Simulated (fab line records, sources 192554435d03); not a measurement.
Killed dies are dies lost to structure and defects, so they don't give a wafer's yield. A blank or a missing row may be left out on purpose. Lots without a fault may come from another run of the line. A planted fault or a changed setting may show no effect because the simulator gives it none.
Split-lot experiment | flow n5_finfet | 7 lots, 21 wafers read, on a route of 1938 steps

THE SPLIT
At N5_BEOL_M14_COAT_65 (time 60 s, resist thk 450 nm), the setting spin_rpm was moved away from the recipe's 1500 rpm on 10 of the 21 wafers read, by -9.7% to +5.5%. The other wafers ran this setting at the recipe's value.

The reading is taken at the split's own step.

THE READING
SOC_of_BEOL_M14_COAT_65.thk_nm (the simulator's own value, which no gauge read), in nm, at N5_BEOL_M14_COAT_65 (time 60 s, resist thk 450 nm). The file gives no usual value for it. The 11 wafers here that ran the recipe average 449.5 nm, standard deviation 0.97 nm.

wafer  | tool, chamber at the split | spin_rpm as run, rpm | against the recipe | SOC_of_BEOL_M14_COAT_65.thk_nm, nm | against lot-mates on the recipe
L075.1 | litho_track-02, 0          | 1563                 | +4.2%              | 441                                | -8.0
L075.3 | litho_track-02, 0          | 1500                 | recipe             | 449                                | -
L075.4 | litho_track-02, 0          | 1563                 | +4.2%              | 442.8                              | -6.2
L080.2 | litho_track-02, 0          | 1500                 | recipe             | 447.6                              | -
L080.4 | litho_track-02, 0          | 1583                 | +5.5%              | 436.4                              | -12.0
L080.6 | litho_track-02, 0          | 1500                 | recipe             | 449.2                              | -
L088.1 | litho_track-05, 0          | 1500                 | recipe             | 451                                | -
L088.3 | litho_track-05, 0          | 1355                 | -9.7%              | 475                                | +24.0
L088.4 | litho_track-05, 0          | 1355                 | -9.7%              | 476                                | +25.0
L090.3 | litho_track-03, 0          | 1500                 | recipe             | 450.6                              | -
L090.4 | litho_track-03, 0          | 1500                 | recipe             | 449.6                              | -
L090.6 | litho_track-03, 0          | 1500                 | recipe             | 449.4                              | -
L091.3 | litho_track-03, 0          | 1500                 | recipe             | 450                                | -
L091.5 | litho_track-03, 0          | 1500                 | recipe             | 448                                | -
L091.6 | litho_track-03, 0          | 1500                 | recipe             | 449.4                              | -
L093.2 | litho_track-05, 0          | 1441                 | -3.9%              | 460.4                              | +10.2
L093.3 | litho_track-05, 0          | 1500                 | recipe             | 450.2                              | -
L093.6 | litho_track-05, 0          | 1441                 | -3.9%              | 460.6                              | +10.4
L095.2 | litho_track-02, 0          | 1406                 | -6.3%              | 467.6                              | no lot-mate on the recipe
L095.3 | litho_track-02, 0          | 1406                 | -6.3%              | 466.8                              | no lot-mate on the recipe
L095.5 | litho_track-02, 0          | 1406                 | -6.3%              | 467.8                              | no lot-mate on the recipe

THE FIT
A straight line over all 21 wafers: SOC_of_BEOL_M14_COAT_65.thk_nm changes by -2.58 nm for each +1% of spin_rpm; r = -0.99; the points scatter about the line by 1.4 nm.
The same after taking each lot's own level away (the mean of its wafers on the recipe; 18 wafers): -2.37 nm for each +1%; r = -0.99; scatter 1.2 nm.
On that fit, the largest move of spin_rpm shifts the reading by 23 nm.
The lots' own levels span 448.40 to 451.00 nm, that is 2.7 times the standard deviation above.
So the lot-to-lot level changes the slope little: the two slopes agree.
Check: with one of the wafers moved furthest among these (-9.7%) left out of the fit, the line predicts +23.3 nm for it against its lot-mates. It came out at +24 nm against them.

OTHER SPLITS ON THESE WAFERS
These wafers also went through other splits before the reading. Each is held against what the fit with the lots' levels taken away leaves over:
other split on the same wafers        | wafers away from the commonest value | r with SOC_of_BEOL_M14_COAT_65.thk_nm (lot level and that fit taken away)
N5_BEOL_M8_TRENCH_ETCH_37 time_s      | 9                                    | -0.27
N5_BEOL_M8_CURE_75 time_s             | 7                                    | -0.04
N5_BEOL_M10_VIA_ETCH_34 time_s        | 6                                    | +0.07
N5_BEOL_M10_TRENCH_ETCH_37 source_w   | 8                                    | +0.13
N5_BEOL_M11_ILD_DEP_00 time_s         | 7                                    | +0.22
N5_BEOL_M13_EXPOSE_25 dose_mj         | 5                                    | -0.07
N5_BEOL_M13_DEVELOP_27 develop_time_s | 6                                    | +0.04

THE FILE'S OWN FIT
SOC_of_BEOL_M14_COAT_65.thk_nm changes by -2.38 nm for each +1% of spin_rpm, r = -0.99.
